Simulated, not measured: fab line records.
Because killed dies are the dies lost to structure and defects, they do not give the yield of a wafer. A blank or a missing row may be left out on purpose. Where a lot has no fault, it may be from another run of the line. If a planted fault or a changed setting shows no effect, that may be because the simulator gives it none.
Split-lot trial | flow n5-finfet | on a route of 1938 steps: 7 lots, 21 wafers read

== THE SPLIT ITSELF ==
At N5_BEOL_M5_COAT_74 (time 60 s, resist thk 5 nm), the setting spin-rpm was moved away from the recipe's 1500 rpm on 10 of the 21 wafers read, by -7.4% to +9.0%. For the rest of the wafers, this setting stayed at what the recipe calls for.

== FROM THE SPLIT TO THE READING: what the file shows between them, 3 steps ==
- N5_BEOL_M5_COAT_22: resist thk 30 nm
- N5_BEOL_M5_EBR_24
- N5_BEOL_M5_DESCUM_33: chemistry O2, time 7 s

== THE READING ==
etch.depth-nm (the simulator's own value, which no gauge read), in nm, at N5_BEOL_M5_ETCH_75 (etches underlayer in N2/H2, target depth 6.5 nm, time 5.2 s). There is no usual value for it anywhere in the file. Average 5.015 nm, standard deviation 0.012 nm, over the 11 wafers here run with the recipe.

wafer  | tool, chamber at the split | spin-rpm as run, rpm | against the recipe | etch.depth-nm, nm | against lot-mates on the recipe
L076.1 | litho-track-04, 0          | 1500                 | recipe             | 5.041             | -
L076.4 | litho-track-04, 0          | 1500                 | recipe             | 5.021             | -
L076.6 | litho-track-04, 0          | 1500                 | recipe             | 5.016             | -
L077.4 | litho-track-01, 0          | 1601                 | +6.7%              | 4.844             | no lot-mate on the recipe
L077.5 | litho-track-01, 0          | 1601                 | +6.7%              | 4.843             | no lot-mate on the recipe
L077.6 | litho-track-01, 0          | 1601                 | +6.7%              | 4.855             | no lot-mate on the recipe
L078.1 | litho-track-01, 0          | 1406                 | -6.3%              | 5.145             | +0.123
L078.3 | litho-track-01, 0          | 1406                 | -6.3%              | 5.157             | +0.135
L078.5 | litho-track-01, 0          | 1500                 | recipe             | 5.022             | -
L083.2 | litho-track-04, 0          | 1500                 | recipe             | 5.002             | -
L083.4 | litho-track-04, 0          | 1500                 | recipe             | 4.995             | -
L083.6 | litho-track-04, 0          | 1500                 | recipe             | 5.026             | -
L089.2 | litho-track-05, 0          | 1500                 | recipe             | 5.023             | -
L089.4 | litho-track-05, 0          | 1389                 | -7.4%              | 5.221             | +0.205
L089.6 | litho-track-05, 0          | 1500                 | recipe             | 5.009             | -
L090.1 | litho-track-05, 0          | 1635                 | +9.0%              | 4.798             | -0.210
L090.3 | litho-track-05, 0          | 1635                 | +9.0%              | 4.796             | -0.212
L090.5 | litho-track-05, 0          | 1500                 | recipe             | 5.008             | -
L096.2 | litho-track-04, 0          | 1406                 | -6.3%              | 5.158             | +0.151
L096.5 | litho-track-04, 0          | 1406                 | -6.3%              | 5.138             | +0.131
L096.6 | litho-track-04, 0          | 1500                 | recipe             | 5.007             | -

THE FIT
A straight line over all 21 wafers: etch.depth-nm changes by -0.0239 nm for each +1% of spin-rpm; r = -0.99; the points scatter about the line by 0.014 nm.
The same after taking each lot's own level away (the mean of its wafers on the recipe; 18 wafers): -0.0233 nm for each +1%; r = -0.99; scatter 0.014 nm.
According to that fit, moving spin-rpm by its largest amount changes the reading by 0.21 nm.
From 5.0070 to 5.0260 nm: that is the span of the lots' own levels, equal to 1.5 times the standard deviation above.
Hence the lot-to-lot level has little effect on the slope; both slopes agree.
Check: -0.211 nm against its lot-mates is what the line predicts for one of the wafers moved furthest among these (+9.0%) when that wafer is left out of the fit. Against them it came out at -0.21 nm.

== FILE'S OWN FIT ==
etch.depth-nm changes by -0.0239 nm for each +1% of spin-rpm, r = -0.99.
